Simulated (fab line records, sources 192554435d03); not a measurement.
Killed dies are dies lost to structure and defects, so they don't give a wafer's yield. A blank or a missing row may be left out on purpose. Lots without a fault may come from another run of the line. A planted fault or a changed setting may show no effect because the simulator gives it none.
fab line records | flow n5_finfet
record lots=7 wafers=21
route steps=1938 shown WELL_APT@40 FIN_SAQP@108 FIN_CUT@160 SD_EPI_N@264 SD_EPI_P@321 SD_ACTIVATION@330
start_h: hours from the record's first day to the start of the lot's first wafer shown | wait_h: hours since the lot's step before | " the same as in the row above | L1.1+2: a row that stands for several wafers | - no value, or no start given | * or withheld: withheld | < > ~ a bound
route shown NAME@n: a module of which the file shows steps, and the number in the route of the first | usual: mean/standard deviation of fault-free wafers | same: alike in all rows | chamber/n: place in a boat | sites: the reading at each site | _std_site: their standard deviation | _edge_site: outer sites' mean less inner sites' | radius_mm: how far each site lies from the wafer's centre | mask NAME#n: copy n | behind: the tool/chamber that last shaped the wafer | hold: why the lot was held/for how many hours/how that ended | device: the transistor (n, p or np) that didn't switch | end of line: the same wafers' tests at the end of the route | a step without rows: its recipe alone | killed: dies lost to structure and defects at the first sort, not the wafer's yield | map: a wafer's dies, x killed, . not, _ none there
set.NAME: the setting as run; set.NAME@STEP: as run at that earlier step | model.NAME: the simulator's own value behind a step, which no gauge read
lots whose settings were changed on purpose; a table a step, a row a wafer
## steps
# step N5_WELL_APT_PEB_23
# recipe peb_temp_c=130 peb_time_s=90
# columns lot.wafer tool chamber start_h wait_h set.peb_temp_c
L079.4+5+6 litho_track-05 0 45.65 0.0 130
L080.3+4 litho_track-02 0 51.25 0.0 133.2
L080.5 " 0 " " 130
L081.1 litho_track-01 0 56.80 0.1 130
L081.2+4 " 0 " " 133.6
L084.2+3+5 litho_track-02 0 74.73 0.0 130
L085.2+6 litho_track-01 0 80.71 0.0 130
L085.5 " 0 " " 126.3
L090.1+2+5 litho_track-01 0 110.75 0.1 130
L092.1 litho_track-01 0 122.95 0.1 126.7
L092.3+5 " 0 " " 130
# step N5_WELL_APT_DEVELOP_24
# recipe develop_time_s=45 rinse_liquid=surfactant_rinse dry=air_spin dev_temp_c=21
# columns lot.wafer tool chamber start_h wait_h set.develop_time_s
L079.4+5+6 litho_track-05 0 - - 45
L080.3 litho_track-02 0 - - 38.65
L080.4+5 " 0 " " 45
L081.1+4 litho_track-01 0 - - 41.34
L081.2 " 0 " " 45
L084.2 litho_track-02 0 - - 45
L084.3+5 " 0 " " 39.38
L085.2+5+6 litho_track-01 0 - - 45
L090.1 litho_track-01 0 - - 53.22
L090.2+5 " 0 " " 45
L092.1+3 litho_track-01 0 - - 49.92
L092.5 " 0 " " 45
# step N5_WELL_APT_HARDBAKE_29
# recipe temp_c=130 time_s=120
# step N5_WELL_APT_CD_MEAS_25
# recipe target_cd_nm=200 landing_energy_ev=500 detector=se_inlens
# usual cd_nm=200.0/2.1
# columns lot.wafer tool chamber start_h wait_h set.peb_temp_c@WELL_APT_PEB_23 cd_nm
L079.4 cd_sem-02 0 45.77 - 130 198.8
L079.5 " 0 " " 130 202.9
L079.6 " 0 " " 130 203.2
L080.3 cd_sem-01 0 51.36 - 133.2 214.9
L080.4 " 0 " " 133.2 216.7
L080.5 " 0 " " 130 199.7
L081.1 cd_sem-01 0 56.92 - 130 200.7
L081.2 " 0 " " 133.6 218.6
L081.4 " 0 " " 133.6 220.1
L084.2 cd_sem-01 0 74.84 - 130 197.5
L084.3 " 0 " " 130 195.2
L084.5 " 0 " " 130 198.1
L085.2 cd_sem-03 0 80.82 - 130 201.3
L085.5 " 0 " " 126.3 178.2
L085.6 " 0 " " 130 201.5
L090.1 cd_sem-03 0 110.86 - 130 201.2
L090.2 " 0 " " 130 200.5
L090.5 " 0 " " 130 199.3
L092.1 cd_sem-03 0 123.07 - 126.7 178.0
L092.3 " 0 " " 130 199.7
L092.5 " 0 " " 130 200.0
# step N5_WELL_APT_DESCUM_30
# recipe chemistry=O2 time_s=7.9 source_power_w=50 bias_power_w=20 pressure_mtorr=20 rf_frequency_hz=2.712e+07 temp_c=40 o2_flow_sccm=225
# columns lot.wafer tool chamber start_h wait_h set.peb_temp_c@WELL_APT_PEB_23 model.WELL_APT.cd_nm
L079.4 rie_diel-04 3 45.85 0.0 130 198.8
L079.5 " 1 " " 130 203
L079.6 " 0 " " 130 203.3
L080.3 rie_diel-01 3 51.45 0.0 133.2 214.6
L080.4 " 0 " " 133.2 216.5
L080.5 " 1 " " 130 199.8
L081.1 rie_diel-04 1 57.25 0.3 130 200.7
L081.2 " 3 " " 133.6 218.6
L081.4 " 2 " " 133.6 220.4
L084.2 rie_diel-05 3 74.93 0.0 130 197.5
L084.3 " 0 " " 130 195.7
L084.5 " 3 " " 130 198.3
L085.2 rie_diel-05 3 81.10 0.2 130 201.5
L085.5 " 0 " " 126.3 178.1
L085.6 " 1 " " 130 201.7
L090.1 rie_diel-04 1 111.04 0.1 130 201.1
L090.2 " 3 " " 130 200.6
L090.5 " 3 " " 130 199.3
L092.1 rie_diel-05 0 125.39 2.3 126.7 177.9
L092.3 " 3 " " 130 199.3
L092.5 " 3 " " 130 199.9
# step N5_FIN_SAQP_EXPOSE_13
# recipe mask_id=FIN_CORE na=1.35 source_shape=dipole sigma_inner=0.538 sigma_outer=0.738 polarization=te target_cd_nm=35.6 dose_mj=63.25
# columns lot.wafer tool chamber start_h wait_h mask set.dose_mj
L079.4+5+6 arfi_scanner-02 0 53.30 - FIN_CORE#0 63.25
L080.3+5 arfi_scanner-02 0 57.81 - FIN_CORE#0 65.42
L080.4 " 0 " " FIN_CORE#0 63.25
L081.1+2 arfi_scanner-02 0 63.73 - FIN_CORE#0 63.25
L081.4 " 0 " " FIN_CORE#0 60.29
L084.2+3+5 arfi_scanner-03 0 81.21 - FIN_CORE#0 63.25
L085.2+6 arfi_scanner-02 0 87.44 - FIN_CORE#0 63.25
L085.5 " 0 " " FIN_CORE#0 61.85
L090.1 arfi_scanner-03 0 117.56 - FIN_CORE#0 63.25
L090.2+5 " 0 " " FIN_CORE#0 61.56
L092.1+5 arfi_scanner-03 0 132.33 - FIN_CORE#0 63.25
L092.3 " 0 " " FIN_CORE#0 58.55
# step N5_FIN_SAQP_PEB_14
# recipe peb_temp_c=withheld peb_time_s=60 resist=CAR-ArF
# step N5_FIN_SAQP_DEVELOP_15
# recipe develop_time_s=30 developer=TMAH resist=CAR-ArF dev_temp_c=23 rinse_liquid=diw dry=air_spin
# step N5_FIN_SAQP_CD_MEAS_16
# recipe target_cd_nm=35.6 landing_energy_ev=500 detector=se_inlens
# usual cd_nm=35.6/0.33
# columns lot.wafer tool chamber start_h wait_h set.dose_mj@FIN_SAQP_EXPOSE_13 cd_nm
L079.4 cd_sem-02 0 53.42 - 63.25 35.8
L079.5 " 0 " " 63.25 36.0
L079.6 " 0 " " 63.25 35.5
L080.3 cd_sem-02 0 57.93 - 65.42 34.6
L080.4 " 0 " " 63.25 35.5
L080.5 " 0 " " 65.42 34.1
L081.1 cd_sem-03 0 63.86 - 63.25 36.3
L081.2 " 0 " " 63.25 35.7
L081.4 " 0 " " 60.29 36.6
L084.2 cd_sem-03 0 81.34 - 63.25 35.7
L084.3 " 0 " " 63.25 36.2
L084.5 " 0 " " 63.25 35.4
L085.2 cd_sem-03 0 87.56 - 63.25 35.7
L085.5 " 0 " " 61.85 36.5
L085.6 " 0 " " 63.25 35.6
L090.1 cd_sem-01 0 117.69 - 63.25 35.6
L090.2 " 0 " " 61.56 36.4
L090.5 " 0 " " 61.56 36.3
L092.1 cd_sem-03 0 132.46 - 63.25 35.7
L092.3 " 0 " " 58.55 37.8
L092.5 " 0 " " 63.25 35.9
# step N5_FIN_CUT_EXPOSE_05
# recipe mask_id=FIN_CUT na=0.33 source_shape=annular sigma_inner=0.35 sigma_outer=0.8 polarization=unpolarized dose_mj=45.75
# columns lot.wafer tool chamber start_h wait_h mask set.dose_mj
L079.4+5+6 euv_scanner-01 0 58.29 - FIN_CUT#0 45.75
L080.3 euv_scanner-01 0 62.35 - FIN_CUT#0 45.75
L080.4+5 " 0 " " FIN_CUT#0 44.85
L081.1+2+4 euv_scanner-01 0 69.58 - FIN_CUT#0 45.75
L084.2+3 euv_scanner-02 0 86.19 - FIN_CUT#0 42.96
L084.5 " 0 " " FIN_CUT#0 45.75
L085.2+5+6 euv_scanner-02 0 92.18 - FIN_CUT#0 45.75
L090.1+2+5 euv_scanner-02 0 122.66 - FIN_CUT#0 45.75
L092.1 euv_scanner-02 0 140.39 - FIN_CUT#0 43.19
L092.3+5 " 0 " " FIN_CUT#0 45.75
# step N5_FIN_CUT_PEB_06
# recipe peb_temp_c=100 peb_time_s=60 resist=CAR-EUV
# step N5_FIN_CUT_DEVELOP_07
# recipe develop_time_s=30 developer=TMAH resist=CAR-EUV rinse_liquid=surfactant_rinse dry=air_spin dev_temp_c=23
# step N5_FIN_CUT_CD_MEAS_08
# recipe target_cd_nm=29.1 landing_energy_ev=500 detector=se_inlens polarity=opening
# usual cd_nm=29.11/0.23
# columns lot.wafer tool chamber start_h wait_h set.dose_mj@FIN_CUT_EXPOSE_05 cd_nm
L079.4 cd_sem-02 0 58.41 - 45.75 28.86
L079.5 " 0 " " 45.75 29.16
L079.6 " 0 " " 45.75 29.21
L080.3 cd_sem-01 0 62.48 - 45.75 29.44
L080.4 " 0 " " 44.85 29.02
L080.5 " 0 " " 44.85 29.04
L081.1 cd_sem-02 0 69.71 - 45.75 29.49
L081.2 " 0 " " 45.75 29.26
L081.4 " 0 " " 45.75 29.30
L084.2 cd_sem-01 0 86.31 - 42.96 28.32
L084.3 " 0 " " 42.96 27.96
L084.5 " 0 " " 45.75 29.24
L085.2 cd_sem-02 0 92.30 - 45.75 29.35
L085.5 " 0 " " 45.75 29.46
L085.6 " 0 " " 45.75 29.21
L090.1 cd_sem-01 0 122.80 - 45.75 29.15
L090.2 " 0 " " 45.75 28.64
L090.5 " 0 " " 45.75 28.89
L092.1 cd_sem-01 0 140.52 - 43.19 28.22
L092.3 " 0 " " 45.75 29.11
L092.5 " 0 " " 45.75 28.75
# step N5_FIN_CUT_DESCUM_13
# recipe chemistry=O2 time_s=7 source_power_w=50 bias_power_w=20 pressure_mtorr=20 rf_frequency_hz=2.712e+07 temp_c=40 resist=CAR-EUV o2_flow_sccm=225
# step N5_FIN_CUT_ETCH_30
# recipe chemistry=N2/H2 target=underlayer target_depth_a=130 mask_material=CAR-EUV time_s=10.4 ion_energy_ev=200 pressure_mtorr=30 source_w=840 bias_w=150 n2_flow_sccm=200 h2_flow_sccm=200 ends=cleared
# columns lot.wafer tool chamber start_h wait_h set.dose_mj@FIN_CUT_EXPOSE_05 model.FIN_CUT.cd_offset_nm
L079.4 rie_diel-06 1 58.56 0.0 45.75 -0.4
L079.5+6 " 2,1 " " 45.75 0
L080.3 rie_diel-03 1 62.63 0.0 45.75 0.4
L080.4 " 1 " " 44.85 0
L080.5 " 3 " " 44.85 -0.4
L081.1 rie_diel-02 2 69.87 0.0 45.75 0
L081.2+4 " 0,1 " " 45.75 0.2
L084.2 rie_diel-03 2 86.47 0.0 42.96 -1
L084.3 " 3 " " 42.96 -1.2
L084.5 " 0 " " 45.75 0.2
L085.2+5 rie_diel-02 1,0 92.46 0.0 45.75 0.2
L085.6 " 1 " " 45.75 0
L090.1 rie_diel-03 2 122.98 0.0 45.75 -0.2
L090.2+5 " 0 " " 45.75 0.2
L092.1 rie_diel-06 3 141.05 0.0 43.19 -0.8
L092.3 " 2 " " 45.75 0.2
L092.5 " 3 " " 45.75 0
# step N5_FIN_CUT_ETCH_20
# recipe chemistry=CF4 target=SiARC target_depth_a=260 mask_material=CAR-EUV time_s=43.3 ion_energy_ev=80 pressure_mtorr=40 source_w=545 bias_w=36 Ar_flow_sccm=100 cf4_flow_sccm=100 ends=cleared
# columns lot.wafer tool chamber start_h wait_h set.dose_mj@FIN_CUT_EXPOSE_05 model.FIN_CUT.cd_offset_nm
L079.4 rie_diel-06 1 58.58 0.0 45.75 -0.4
L079.5+6 " 2,1 " " 45.75 0
L080.3 rie_diel-03 1 62.65 0.0 45.75 0.2
L080.4 " 1 " " 44.85 -0.2
L080.5 " 3 " " 44.85 -0.4
L081.1 rie_diel-02 2 69.89 0.0 45.75 0
L081.2 " 0 " " 45.75 0.4
L081.4 " 1 " " 45.75 0.2
L084.2 rie_diel-03 2 86.49 0.0 42.96 -0.8
L084.3 " 3 " " 42.96 -1.2
L084.5 " 0 " " 45.75 0
L085.2 rie_diel-02 1 92.48 0.0 45.75 0.2
L085.5 " 0 " " 45.75 0.4
L085.6 " 1 " " 45.75 0
L090.1 rie_diel-03 2 123.00 0.0 45.75 0
L090.2+5 " 0 " " 45.75 0.2
L092.1 rie_diel-06 3 141.07 0.0 43.19 -1
L092.3+5 " 2,3 " " 45.75 0
# step N5_FIN_CUT_ETCH_21
# recipe chemistry=N2/H2 target=SOC target_depth_a=2190 overetch_a=438 mask_material=SiARC temp_c=40 ion_energy_ev=100 bias_w=61 time_s=523.5 pressure_mtorr=30 source_w=850 n2_flow_sccm=200 h2_flow_sccm=200
# columns lot.wafer tool chamber start_h wait_h set.dose_mj@FIN_CUT_EXPOSE_05 model.FIN_CUT.cd_offset_nm
L079.4 rie_diel-06 1 58.62 0.0 45.75 -0.2
L079.5 " 2 " " 45.75 0.6
L079.6 " 1 " " 45.75 0.4
L080.3 rie_diel-03 1 62.69 0.0 45.75 -0.2
L080.4 " 1 " " 44.85 -0.6
L080.5 " 3 " " 44.85 -0.4
L081.1+2 rie_diel-02 2,0 69.93 0.0 45.75 0
L081.4 " 1 " " 45.75 0.2
L084.2 rie_diel-03 2 86.53 0.0 42.96 -1.6
L084.3 " 3 " " 42.96 -1.4
L084.5 " 0 " " 45.75 -0.2
L085.2 rie_diel-02 1 92.52 0.0 45.75 0.6
L085.5+6 " 0,1 " " 45.75 0.4
L090.1 rie_diel-03 2 123.04 0.0 45.75 -0.2
L090.2 " 0 " " 45.75 0.2
L090.5 " 0 " " 45.75 0.4
L092.1 rie_diel-06 3 141.11 0.0 43.19 -1.8
L092.3 " 2 " " 45.75 -0.2
L092.5 " 3 " " 45.75 -0.6
# step N5_FIN_CUT_STRIP_23
# recipe chemistry=N2/H2 temp_c=40 n2_flow_sccm=200 h2_flow_sccm=200 rf_frequency_hz=6e+07
# columns lot.wafer tool chamber start_h wait_h set.temp_c
L079.4+5+6 rie_diel-06 1,2,1 58.92 0.2 40
L080.3+4 rie_diel-03 1 62.99 0.2 40
L080.5 " 3 " " 41.31
L081.1 rie_diel-02 2 70.23 0.2 40
L081.2+4 " 0,1 " " 39.06
L084.2+3+5 rie_diel-03 2,3,0 86.83 0.2 42.47
L085.2+5 rie_diel-02 1,0 92.82 0.2 38.83
L085.6 " 1 " " 40
L090.1+2+5 rie_diel-03 2,0,0 123.34 0.2 40
L092.1+3 rie_diel-06 3,2 141.41 0.2 40
L092.5 " 3 " " 42.54
# step N5_FIN_CUT_STRIP_31
# recipe chemistry=N2/H2 temp_c=40 n2_flow_sccm=200 h2_flow_sccm=200 rf_frequency_hz=6e+07
# step N5_FIN_CUT_STRIP_24
# recipe chemistry=CF4 resist=SiARC power_w=300 bias_power_w=75 pressure_mtorr=50 cf4_flow_sccm=150 rf_frequency_hz=6e+07
# step N5_FIN_CUT_CUT_ETCH_26
# recipe chemistry=CH3F/O2 target=SiNx target_depth_a=390 mask_material=SOC time_s=55.7 pressure_mtorr=30 source_w=395 bias_w=73 Ar_flow_sccm=150 CH3F_flow_sccm=30 O2_flow_sccm=20 ion_energy_ev=120
# step N5_FIN_CUT_CUT_ETCH_27
# recipe chemistry=CHF3/O2 target=SiO2 target_depth_a=40 mask_material=SOC overetch_a=20 time_s=4.9 pressure_mtorr=30 source_w=650 bias_w=170 Ar_flow_sccm=200 CHF3_flow_sccm=50 O2_flow_sccm=5 ion_energy_ev=200
# step N5_FIN_CUT_PRECLEAN_35
# recipe time_s=13.3 temp_c=45 pressure_torr=125 p_hf_torr=3 p_coreactant_torr=25 chemistry=vHF
# columns lot.wafer tool chamber start_h wait_h set.dose_mj@FIN_CUT_EXPOSE_05 model.FIN_CUT.cd_offset_nm
L079.4 vapor_etch-01 1 59.09 0.1 45.75 0
L079.5 " 0 " " 45.75 0.8
L079.6 " 1 " " 45.75 0.4
L080.3 vapor_etch-01 0 63.36 0.3 45.75 0.2
L080.4 " 1 " " 44.85 -0.4
L080.5 " 1 " " 44.85 -0.2
L081.1 vapor_etch-01 1 71.84 1.5 45.75 0.2
L081.2 " 0 " " 45.75 0
L081.4 " 1 " " 45.75 0.4
L084.2+3 vapor_etch-01 1 86.99 0.0 42.96 -1.2
L084.5 " 0 " " 45.75 0.2
L085.2 vapor_etch-02 0 92.98 0.0 45.75 0.4
L085.5+6 " 0,1 " " 45.75 0.2
L090.1 vapor_etch-01 0 123.50 0.0 45.75 -0.2
L090.2 " 1 " " 45.75 0.2
L090.5 " 0 " " 45.75 0.4
L092.1 vapor_etch-01 1 141.57 0.0 43.19 -1.8
L092.3+5 " 0 " " 45.75 -0.4
# step N5_SD_EPI_N_COAT_03
# recipe resist=CAR-ArF-block spin_rpm=1500 resist_thk_nm=150
# columns lot.wafer tool chamber start_h wait_h set.spin_rpm model.CAR-ArF-block_of_SD_EPI_N_COAT_03.thk_nm
L079.4+5+6 litho_track-01 0 - - 1500 150.4
L080.3 litho_track-02 0 - - 1554 147.8
L080.4 " 0 " " 1554 147.4
L080.5 " 0 " " 1500 150.2
L081.1 litho_track-02 0 - - 1569 146.8
L081.2 " 0 " " 1569 147
L081.4 " 0 " " 1500 150.2
L084.2 litho_track-05 0 - - 1577 145.8
L084.3 " 0 " " 1500 149.4
L084.5 " 0 " " 1577 145.6
L085.2 litho_track-02 0 - - 1647 143.2
L085.5 " 0 " " 1500 150
L085.6 " 0 " " 1647 143.4
L090.1 litho_track-02 0 - - 1635 144.8
L090.2 " 0 " " 1635 144.2
L090.5 " 0 " " 1500 150.8
L092.1 litho_track-01 0 - - 1650 142.4
L092.3 " 0 " " 1500 150
L092.5 " 0 " " 1500 149.2
# step N5_SD_EPI_P_EPI_21
# recipe material=SiGe:B dopant=B temp_c=550 pressure_torr=20 ambient=H2 time_s=355
# columns lot.wafer tool chamber start_h wait_h set.temp_c model.SiGe-B_of_SD_EPI_P_EPI_21.thk_nm
L079.4 epi_rpcvd-04 0 86.98 1.1 550 61
L079.5 " 0 " " 550 60.6
L079.6 " 0 " " 550 61.6
L080.3 epi_rpcvd-02 0 91.36 1.1 550 61.8
L080.4 " 0 " " 547.5 57.4
L080.5 " 0 " " 547.5 57.8
L081.1 epi_rpcvd-02 0 98.39 0.2 550 61
L081.2 " 0 " " 550 61.2
L081.4 " 0 " " 550 60.6
L084.2 epi_rpcvd-02 0 115.13 0.5 551.3 63.2
L084.3 " 0 " " 550 61.8
L084.5 " 0 " " 550 62.2
L085.2 epi_rpcvd-02 0 121.37 0.5 547 56.8
L085.5 " 0 122.45 1.5 550 61.4
L085.6 " 0 " " 550 61
L090.1+5 epi_rpcvd-02 0 150.07 0.1 550 61.4
L090.2 " 0 " " 551.7 63.4
L092.1 epi_rpcvd-02 0 169.56 0.1 550 61.2
L092.3 " 0 " " 550 60.8
L092.5 " 0 " " 550 61.4
# step N5_SD_EPI_P_HM_STRIP_48
# recipe chemistry=H3PO4 temp_c=160 material=SiNx target=SiNx target_depth_a=30 overetch_fraction=0.3
# columns lot.wafer tool chamber start_h wait_h set.temp_c@SD_EPI_P_EPI_21 model.SiGe-B_of_SD_EPI_P_EPI_21.thk_nm
L079.4 wet_bench-02 6 88.13 0.0 550 60.6
L079.5 " 5 " " 550 60.2
L079.6 " 3 " " 550 61.2
L080.3 wet_bench-06 6 93.35 0.0 550 61.6
L080.4 " 4 " " 547.5 57.2
L080.5 " 0 " " 547.5 57.4
L081.1 wet_bench-02 6 101.35 0.0 550 60.8
L081.2 " 5 " " 550 61
L081.4 " 0 " " 550 60.4
L084.2 wet_bench-02 4 117.00 0.0 551.3 63
L084.3 " 1 " " 550 61.6
L084.5 " 6 " " 550 61.8
L085.2 wet_bench-02 5 123.26 0.0 547 56.6
L085.5 " 1 " " 550 61
L085.6 " 4 " " 550 60.6
L090.1 wet_bench-02 7 152.31 0.0 550 61.2
L090.2 " 2 " " 551.7 63.2
L090.5 " 1 " " 550 61
L092.1 wet_bench-06 4 171.80 0.0 550 61
L092.3 " 3 " " 550 60.6
L092.5 " 2 " " 550 61.2
# step N5_SD_EPI_P_SRD_49
# recipe dry=ipa_marangoni time_s=30 temp_c=23 rinse_liquid=diw
# step N5_SD_EPI_P_PRECLEAN_24
# recipe chemistry=O3/DIW time_s=45 temp_c=22 o3_ppm=10
# step N5_SD_ACTIVATION_RTA_00
# recipe temp_c=975 time_s=0 ambient=N2 idle_temp_c=600 ramp_up_c_per_s=150 ramp_down_c_per_s=60 cool_to_c=600
# step N5_SD_ACTIVATION_LSA_01
# recipe temp_c=1080 time_s=0.0008 ambient=N2
# step N5_SD_ACTIVATION_RS_MEAS_03
# recipe thk_meas_gauge=four-point-probe
# usual RS_SD_N=21.8/0.31 RS_SD_P=55.8/0.94
# columns lot.wafer tool chamber start_h wait_h set.temp_c@SD_EPI_P_EPI_21 RS_SD_N[ohm/sq] RS_SD_P[ohm/sq]
L079.4 film_metro-01 - 88.76 0.1 550 21.3 56.2
L079.5 " - " " 550 21.6 56.0
L079.6 " - " " 550 21.5 55.5
L080.3 film_metro-01 - 93.96 0.2 550 21.5 55.5
L080.4 " - " " 547.5 21.4 59.5
L080.5 " - " " 547.5 21.3 58.9
L081.1 film_metro-01 - 101.92 0.2 550 22.0 55.7
L081.2 " - " " 550 21.6 55.5
L081.4 " - " " 550 22.0 55.6
L084.2 film_metro-01 - 117.59 0.2 551.3 21.9 53.5
L084.3 " - " " 550 21.9 54.6
L084.5 " - " " 550 21.5 54.4
L085.2 film_metro-01 - 123.87 0.2 547 21.8 60.4
L085.5 " - " " 550 21.6 55.2
L085.6 " - " " 550 21.4 56.1
L090.1 film_metro-02 - 152.88 0.2 550 21.8 55.3
L090.2 " - " " 551.7 21.7 53.4
L090.5 " - " " 550 21.9 55.2
L092.1 film_metro-02 - 172.37 0.2 550 22.2 56.0
L092.3 " - " " 550 22.0 56.0
L092.5 " - " " 550 22.5 55.5
## key
split step=N5_WELL_APT_PEB_23 setting=peb_temp_c stated=130 by=wafer
response step=N5_WELL_APT_CD_MEAS_25 reading=cd_nm change=+7.53 per=1% r=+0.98
response step=N5_WELL_APT_DESCUM_30 reading=model.WELL_APT.cd_nm change=+7.53 per=1% r=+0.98
split step=N5_WELL_APT_DEVELOP_24 setting=develop_time_s stated=45 by=wafer
response none clear
split step=N5_FIN_SAQP_EXPOSE_13 setting=dose_mj stated=63.25 by=wafer
response step=N5_FIN_SAQP_CD_MEAS_16 reading=cd_nm change=-0.256 per=1% r=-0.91
split step=N5_FIN_CUT_EXPOSE_05 setting=dose_mj stated=45.75 by=wafer
response step=N5_FIN_CUT_CD_MEAS_08 reading=cd_nm change=+0.159 per=1% r=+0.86
response step=N5_FIN_CUT_ETCH_30 reading=model.FIN_CUT.cd_offset_nm change=+0.195 per=1% r=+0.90
response step=N5_FIN_CUT_ETCH_20 reading=model.FIN_CUT.cd_offset_nm change=+0.175 per=1% r=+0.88
response step=N5_FIN_CUT_ETCH_21 reading=model.FIN_CUT.cd_offset_nm change=+0.226 per=1% r=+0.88
response step=N5_FIN_CUT_PRECLEAN_35 reading=model.FIN_CUT.cd_offset_nm change=+0.24 per=1% r=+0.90
split step=N5_FIN_CUT_STRIP_23 setting=temp_c stated=40 by=wafer
response none clear
split step=N5_SD_EPI_N_COAT_03 setting=spin_rpm stated=1500 by=wafer
response step=N5_SD_EPI_N_COAT_03 reading=model.CAR-ArF-block_of_SD_EPI_N_COAT_03.thk_nm change=-0.705 per=1% r=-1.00
split step=N5_SD_EPI_P_EPI_21 setting=temp_c stated=550 by=wafer
response step=N5_SD_EPI_P_EPI_21 reading=model.SiGe-B_of_SD_EPI_P_EPI_21.thk_nm change=+7.95 per=1% r=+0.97
response step=N5_SD_EPI_P_HM_STRIP_48 reading=model.SiGe-B_of_SD_EPI_P_EPI_21.thk_nm change=+7.94 per=1% r=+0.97
response step=N5_SD_ACTIVATION_RS_MEAS_03 reading=RS_SD_P change=-7.72 per=1% r=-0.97
